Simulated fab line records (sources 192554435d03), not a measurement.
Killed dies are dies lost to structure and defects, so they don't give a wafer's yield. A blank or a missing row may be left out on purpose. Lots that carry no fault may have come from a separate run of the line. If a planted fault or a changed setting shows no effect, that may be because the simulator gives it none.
Code-filled problem report in 8D (eight disciplines) form -- flow n5-finfet -- the parts of the form that need people (team, actions taken, sign-off) are left out

## 1. WHAT WENT WRONG
spin-speed-rpm at N5_BEOL_M11_COAT_64 reads a mean of 1450.2 rpm on 6 wafers of 2 lots; wafers without a fault read 1500.2 rpm with a standard deviation of 1.1. Relative to the usual mean, that is a shift of -45 standard deviations.
The step: time 60 s, resist thk 30 nm.
Seen first at day 14 11:44 on litho-track-02, wafer L857.1. The record holds 36 wafers of 12 lots with a number at this step. Rule for "out", or "out of limits": more than 4 standard deviations from the usual mean. The rest of the wafers with a number are treated as sound.

## 2. WHAT IT IS AND WHAT IT IS NOT
question,is,is not
which readings at this step,spin-speed-rpm,heater-power-total-W
which lots,"L857, L859","L842, L843, L844, L845, L846, L850, L852, L855, L856, L863"
which wafers of those lots,all that have a number,-
read on which tools,litho-track-02,"litho-track-03, litho-track-05"
when,from day 14 11:44,up to then (27 sound wafers); but 3 sound wafers of L863 came after

## 3. THE SUSPECTS, EACH WITH WHAT RULES IT OUT
Counting: any tool at a process step up to the reading is kept as a suspect provided that every lot that is out went through it and no sound lot did after the first of them.
- litho-track-02 at N5_BEOL_M11_COAT_64 (time 60 s, resist thk 30 nm): kept. It processed each lot that is out, first L857 at day 14 11:44, and no sound lot thereafter; up to then, the last sound lot it processed was L852 at day 13 01:19. Out on those wafers are its own readings of spin-speed-rpm.
Left after counting: litho-track-02 at N5_BEOL_M11_COAT_64.

## 4. THE CAUSE (what the simulator had put in)
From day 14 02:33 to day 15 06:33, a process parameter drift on litho-track-02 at N5_BEOL_M11_COAT_64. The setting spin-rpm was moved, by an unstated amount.
After counting, this tool was the only one left.

## 5. THE EFFECT CHAIN, in route order
Each row: a reading where the mean over the struck wafers with a number is more than 3 standard deviations away from the usual. Scope: only readings with a usual standard deviation given in the record; hours: median across lots of the time from each lot's start at the first step in this table that gives one to its start at this step; sigmas: change in usual standard deviations.
hours,step,reading,usual,on struck wafers,change,sigmas
0,N5_BEOL_M11_COAT_64,spin-speed-rpm,1500.2 rpm,1450.2,-50.0,-45
Its process steps:
- N5_BEOL_M11_COAT_64: time 60 s, resist thk 30 nm.

## 6. HOW IT WOULD HAVE BEEN CAUGHT EARLIER
In this record the first reading out of limits was taken at day 14 11:44, 9 hours after the fault began at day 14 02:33.
